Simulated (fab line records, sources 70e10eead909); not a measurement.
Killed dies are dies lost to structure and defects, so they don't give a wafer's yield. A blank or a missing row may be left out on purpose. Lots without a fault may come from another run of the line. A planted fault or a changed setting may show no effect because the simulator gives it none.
fab line records | flow nand_harc
record lots=5 wafers=14 last_day=32
route steps=1302 shown P_GATE@170
lots that met no fault: from a run of the same line without faults
start_h: hours from the record's first day to the start of the lot's first wafer shown | wait_h: hours since the lot's step before | " the same as in the row above | L1.1+2: a row that stands for several wafers | - no value, or no start given | * or withheld: withheld | < > ~ a bound
route shown NAME@n: a module of which the file shows steps, and the number in the route of the first | usual: mean/standard deviation of fault-free wafers | same: alike in all rows | chamber/n: place in a boat | sites: the reading at each site | _std_site: their standard deviation | _edge_site: outer sites' mean less inner sites' | radius_mm: how far each site lies from the wafer's centre | mask NAME#n: copy n | behind: the tool/chamber that last shaped the wafer | hold: why the lot was held/for how many hours/how that ended | device: the transistor (n, p or np) that didn't switch | end of line: the same wafers' tests at the end of the route | a step without rows: its recipe alone | killed: dies lost to structure and defects at the first sort, not the wafer's yield | map: a wafer's dies, x killed, . not, _ none there
set.NAME: the setting as run; set.NAME@STEP: as run at that earlier step | model.NAME: the simulator's own value behind a step, which no gauge read
lots at some steps of the route; a table a step, a row a wafer
services: from which hour (start_h, from the record's first day; less than 0 if before it) a tool's chamber was out of use, for how many hours, and why
## steps
# step NHARC_P_GATE_CD_MEAS_46
# recipe target_cd_nm=720 landing_energy_ev=500
# usual cd_nm=718.9/2.9
# columns lot.wafer tool chamber start_h wait_h cd_nm
L154.1 cd_sem-01 0 145.82 - 718.2
L154.4 " 0 " " 718.5
L154.6 " 0 " " 717.9
L160.1 cd_sem-03 0 209.80 - 718.9
L160.3 " 0 " " 722.6
L160.4 " 0 " " 720.7
L166.1 cd_sem-03 0 253.32 - 722.2
L166.4 " 0 " " 723.1
L166.5 " 0 " " 720.6
L165.1 cd_sem-02 0 253.73 - 719.4
L165.2 " 0 " " 715.4
L173.2 cd_sem-03 0 327.87 - 714.1
L173.5 " 0 " " 718.0
L173.6 " 0 " " 716.0
# step NHARC_P_GATE_HARDBAKE_47
# recipe temp_c=125 time_s=80
# step NHARC_P_GATE_DESCUM_48
# recipe time_s=3 o2_flow_sccm=200 ar_flow_sccm=0 bias_power_w=0 chemistry=O2
# usual drypump_motor_current_A=5.68/0.27 mfc_ar_sccm=0.008/0.011 oes_product_au=0.996/0.012 rf_vpp_V=57.8/0.96 showerhead_plenum_p_Torr=1.91/0.066 throttle_valve_pct=11.312/0.0086
# columns lot.wafer tool chamber start_h wait_h drypump_motor_current_A mfc_ar_sccm oes_product_au rf_hours_counter_h rf_vpp_V showerhead_plenum_p_Torr throttle_valve_pct
L154.1 rie_diel-05 2 145.98 - 5.72 0 0.994 2.8 56.5 1.92 11.301
L154.4 " 1 " " 5.27 0.011 0.981 3.0 57.2 1.98 11.310
L154.6 " 2 " " 5.71 0 0.999 - 57.6 1.92 11.308
L160.1 rie_diel-08 0 209.97 - 5.48 0.027 1.029 0.3 56.7 1.88 11.315
L160.3 " 1 " " 5.91 0.007 0.998 0.3 58.4 1.99 11.309
L160.4 " 3 " " 5.26 0.013 1.013 0.2 56.6 1.79 11.308
L166.1 rie_diel-05 0 253.49 - 5.90 0 0.992 0.8 58.0 1.94 11.316
L166.4 " 2 " " 5.70 0 0.990 1.2 57.7 1.92 11.326
L166.5 " 3 " " 5.62 0 0.990 - 58.5 1.93 11.298
L165.2 rie_diel-08 2 253.92 - 6.01 0 0.981 2.2 57.7 1.82 11.313
L165.1 " 3 " " 5.27 0.013 0.992 2.6 57.1 1.79 11.298
L173.2 rie_diel-05 0 328.04 - 5.86 0 0.991 6.7 58.3 1.94 11.325
L173.5 " 3 " " 5.62 0 0.979 - 59.0 1.93 11.316
L173.6 " 0 " " 5.88 0 0.997 - 57.1 1.94 11.300
# step NHARC_P_GATE_IMPLANT_49
# recipe energy_kev=30 dose_cm2=3e+15 tilt_deg=7
# step NHARC_P_GATE_STRIP_111
# recipe power_w=1500 temp_c=110 time_s=250 chemistry=N2/H2
# usual drypump_motor_current_A=6.02/0.14 heater_power_w=87/9
# columns lot.wafer tool chamber start_h wait_h drypump_motor_current_A heater_power_w rf_hours_counter_h
L154.1 plasma_asher-02 0 146.36 0.2 5.80 74 7
L154.4 " 1 " " 6.21 95 -
L154.6 " 1 " " 6.17 92 -
L160.1 plasma_asher-01 1 210.33 0.2 6.12 94 6
L160.3 " 1 " " 6.11 90 -
L160.4 " 0 " " 6.09 91 -
L166.1 plasma_asher-01 1 253.90 0.2 6.14 93 15
L166.4 " 0 " " 6.08 90 -
L166.5 " 1 " " 6.12 93 -
L165.2 plasma_asher-02 1 254.26 0.2 6.18 92 30
L165.1 " 0 " " 5.82 73 30
L173.2 plasma_asher-02 1 328.40 0.2 6.10 92 9
L173.6 " 1 " " 6.11 91 -
L173.5 " 0 " " 5.83 72 -
# step NHARC_P_GATE_STRIP_75
# recipe power_w=1500 temp_c=250 chemistry=O2
# usual drypump_motor_current_A=6.02/0.14 heater_power_w=326/34
# columns lot.wafer tool chamber start_h wait_h drypump_motor_current_A heater_power_w rf_hours_counter_h
L154.1 plasma_asher-02 0 146.66 0.3 5.81 271 8
L154.4 " 1 " " 6.16 352 -
L154.6 " 1 " " 6.14 357 -
L160.1 plasma_asher-01 1 210.63 0.2 6.11 354 6
L160.3 " 1 " " 6.12 351 -
L160.4 " 0 " " 6.05 339 -
L166.1 plasma_asher-01 1 254.17 0.2 6.13 346 15
L166.4 " 0 " " 6.06 336 -
L166.5 " 1 " " 6.13 352 -
L165.2 plasma_asher-02 1 254.56 0.2 6.12 348 30
L165.1 " 0 " " 5.80 270 30
L173.2 plasma_asher-02 1 328.69 0.2 6.14 341 10
L173.6 " 1 " " 6.13 339 -
L173.5 " 0 " " 5.83 271 -
# step NHARC_P_GATE_STRIP_50
# recipe time_s=900 temp_c=130 chemistry=SPM
# step NHARC_P_GATE_DEHYDRATE_51
# recipe temp_c=150 time_s=120
# step NHARC_P_GATE_HMDS_52
# recipe time_s=30
# step NHARC_P_GATE_COAT_53
# recipe spin_rpm=3000
# step NHARC_P_GATE_SOFTBAKE_54
# recipe temp_c=122 time_s=95
# step NHARC_P_GATE_EBR_55
# step NHARC_P_GATE_EXPOSE_56
# recipe na=0.6 target_cd_nm=720 dose_mj=14.81 mask_id=P_PSD
# usual exposure_dose_mJ_cm2=14.808/0.015
# columns lot.wafer tool chamber start_h wait_h mask exposure_dose_mJ_cm2
L154.1 krf_scanner-03 0 147.43 - P_PSD#0 14.805
L154.4 " 0 " " P_PSD#0 14.826
L154.6 " 0 " " P_PSD#0 14.803
L160.1 krf_scanner-02 0 211.28 - P_PSD#0 14.815
L160.3 " 0 " " P_PSD#0 14.849
L160.4 " 0 " " P_PSD#0 14.802
L166.1 krf_scanner-02 0 254.92 - P_PSD#0 14.813
L166.4 " 0 " " P_PSD#0 14.831
L166.5 " 0 " " P_PSD#0 14.830
L165.1 krf_scanner-02 0 255.20 - P_PSD#0 14.814
L165.2 " 0 " " P_PSD#0 14.809
L173.2 krf_scanner-04 0 329.47 - P_PSD#0 14.785
L173.5 " 0 " " P_PSD#0 14.795
L173.6 " 0 " " P_PSD#0 14.781
# step NHARC_P_GATE_PEB_57
# recipe peb_temp_c=118 peb_time_s=85
# step NHARC_P_GATE_DEVELOP_58
# recipe time_s=70
# step NHARC_P_GATE_CD_MEAS_59
# recipe target_cd_nm=720 landing_energy_ev=500
# usual cd_nm=718.7/1.7
# columns lot.wafer tool chamber start_h wait_h cd_nm
L154.1 cd_sem-03 0 147.58 - 718.3
L154.4 " 0 " " 717.9
L154.6 " 0 " " 717.3
L160.1 cd_sem-02 0 211.44 - 717.6
L160.3 " 0 " " 721.9
L160.4 " 0 " " 722.3
L166.1 cd_sem-02 0 255.08 - 717.2
L166.4 " 0 " " 716.2
L166.5 " 0 " " 716.5
L165.1 cd_sem-03 0 255.36 - 748.4
L165.2 " 0 " " 744.0
L173.2 cd_sem-01 0 329.62 - 716.8
L173.5 " 0 " " 714.3
L173.6 " 0 " " 717.9
# step NHARC_P_GATE_HARDBAKE_60
# recipe temp_c=125 time_s=80
## services
# columns tool chamber start_h hours kind
rie_diel-05 0 124.24 5.2 repair
krf_scanner-04 - 136.23 0.5 repair
krf_scanner-03 - 143.67 0.3 repair
rie_diel-05 2 157.39 2.0 repair
plasma_asher-01 - 165.00 9.0 pm
krf_scanner-03 - 167.24 3.7 repair
rie_diel-08 0 179.01 24.6 repair
krf_scanner-02 - 179.12 6.2 repair
rie_diel-08 1 181.42 3.5 repair
krf_scanner-04 - 183.76 4.0 pm
rie_diel-08 - 184.41 1.0 repair
rie_diel-08 - 190.80 9.0 pm
krf_scanner-04 - 214.49 0.9 repair
rie_diel-05 - 229.60 9.0 pm
krf_scanner-02 - 242.30 0.7 repair
rie_diel-05 1 242.36 7.3 repair
rie_diel-05 - 250.50 0.3 repair
krf_scanner-02 - 266.02 4.0 pm
plasma_asher-02 - 270.84 9.0 pm
rie_diel-08 2 271.40 3.6 repair
plasma_asher-01 - 279.12 4.4 repair
plasma_asher-02 - 289.20 6.4 repair
plasma_asher-02 - 317.74 1.0 repair
krf_scanner-02 - 323.91 0.9 repair
## key
first_sign step=NHARC_P_GATE_CD_MEAS_59 reading=cd_nm direction=up sigmas=16 usual=718.7 struck=746.2
effect none on later readings
met_at NHARC_P_GATE_EXPOSE_56
struck_wafers L165.1,L165.2
tester_left_out L165
onset_between 254.92 255.20
also_fits NHARC_P_GATE_DESCUM_48:rie_diel-08
fault kind=process_parameter_drift tool=krf_scanner-02 chamber=- onset_h=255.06 steps=NHARC_P_GATE_EXPOSE_56 channel=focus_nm offset=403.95 shape=step end_h=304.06 scope=struck_wafers_only
# tester_left_out: of these lots the tester's yield and bins aren't shown, on N5 and GAA mostly nor the transistor test; their killed dies are dies lost to structure and defects alone, not to doping, threshold or leakage, so they don't give the yield
